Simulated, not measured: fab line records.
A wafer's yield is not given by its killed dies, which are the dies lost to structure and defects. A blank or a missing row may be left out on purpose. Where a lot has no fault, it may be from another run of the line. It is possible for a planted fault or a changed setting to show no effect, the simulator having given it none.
Code-filled problem report in 8D (eight disciplines) form / flow n5_finfet / the parts of the form that need people (team, actions taken, sign-off) are left out

== 1. PROBLEM STATEMENT ==
susceptor_temp_C at N5_BEOL_M2_ALD_98 reads a mean of 101.43 C on 1 wafer of 1 lot; wafers without a fault read 100.00 C with a standard deviation of 0.12. That puts it +12 standard deviations away from the usual mean.
The step: deposits SiO2, target thk 2.5 nm, pulse time 1 s, co reactant pulse time 1 s.
First observed at day 10 14:15: wafer L183.2, on ald_sin-02. The record has a number at this step for 26 wafers belonging to 9 lots. Rule for "out", or "out of limits": more than 4 standard deviations from the usual mean. The rest of the wafers with a number are treated as sound.

== 2. WHAT IT IS AND WHAT IT IS NOT ==
question=which readings at this step | is=susceptor_temp_C | is not=heater_power_w, precursor_pulse_height_rel
question=which lots | is=L183 | is not=L168, L170, L171, L172, L179, L188, L189, L191
question=which wafers of those lots | is=L183.2 | is not=L183.3, L183.5
question=read on which tools | is=ald_sin-02 | is not=ald_sin-01, ald_sin-04
question=when | is=from day 10 14:15 | is not=up to then (16 sound wafers); but 9 sound wafers of L188, L189, L191 came after

== 3. WHAT RULES OUT EACH SUSPECT ==
Counting: if a tool at a process step up to the reading ran every lot that is out, it stays a suspect. Sound lots after the first of them don't rule it out here, since some wafers of a struck lot are sound.
- rie_diel-06 at N5_BEOL_M2_ETCH_74 (etches underlayer in N2/H2, target depth 6.5 nm, time 5.2 s): kept. L183, the lot that is out, went through it at day 10 13:09; up to then, the latest sound lot through it was L172 at day 7 14:30.
- ald_sin-02 at N5_BEOL_M2_ALD_98 (deposits SiO2, target thk 2.5 nm, pulse time 1 s, co reactant pulse time 1 s): kept. L183, the lot that is out, went through it at day 10 14:15; up to then, the latest sound lot through it was L179 at day 10 04:48. Its own susceptor_temp_C readings are out on those wafers.
- In rie_diel-06 at N5_BEOL_M2_ETCH_74, the wafers that are out were processed in chamber 3 and their sound lot-mates in chambers 0, 1.
- In ald_sin-02 at N5_BEOL_M2_ALD_98, the wafers that are out were processed in chamber 2 and their sound lot-mates in chambers 0, 3.
Left after counting: rie_diel-06 at N5_BEOL_M2_ETCH_74, ald_sin-02 at N5_BEOL_M2_ALD_98.

== 4. THE CAUSE (what the simulator had put in) ==
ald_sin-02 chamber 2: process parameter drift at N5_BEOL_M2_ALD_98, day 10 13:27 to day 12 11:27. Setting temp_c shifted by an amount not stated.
Counting left 2 suspects, and this tool is among them.

== 5. THE CHAIN OF EFFECTS, in route order ==
Rows list readings where the struck wafers' mean (over those with a number) sits beyond 3 standard deviations from the usual. Readings are gone through only where the record gives a usual standard deviation; hours: the median, over the lots, of the time from a lot's start at the first step in this table giving one to that lot's start at this step; sigmas: the change measured in usual standard deviations.
hours=0; step=N5_BEOL_M2_ALD_98; reading=susceptor_temp_C; usual=100.00 C; on struck wafers=101.43; change=+1.43; sigmas=+12
Its process steps:
- N5_BEOL_M2_ALD_98: deposits SiO2, target thk 2.5 nm, pulse time 1 s, co reactant pulse time 1 s.
At these later measuring or inspecting steps, every struck wafer for which the step has a row has a number for every such reading, and none has moved that far: N5_BEOL_M4_RC_MEAS_101.

== 6. WHAT WOULD HAVE CAUGHT IT SOONER ==
In this record the first reading out of limits was taken at day 10 14:15, 1 hour after the fault began at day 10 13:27.
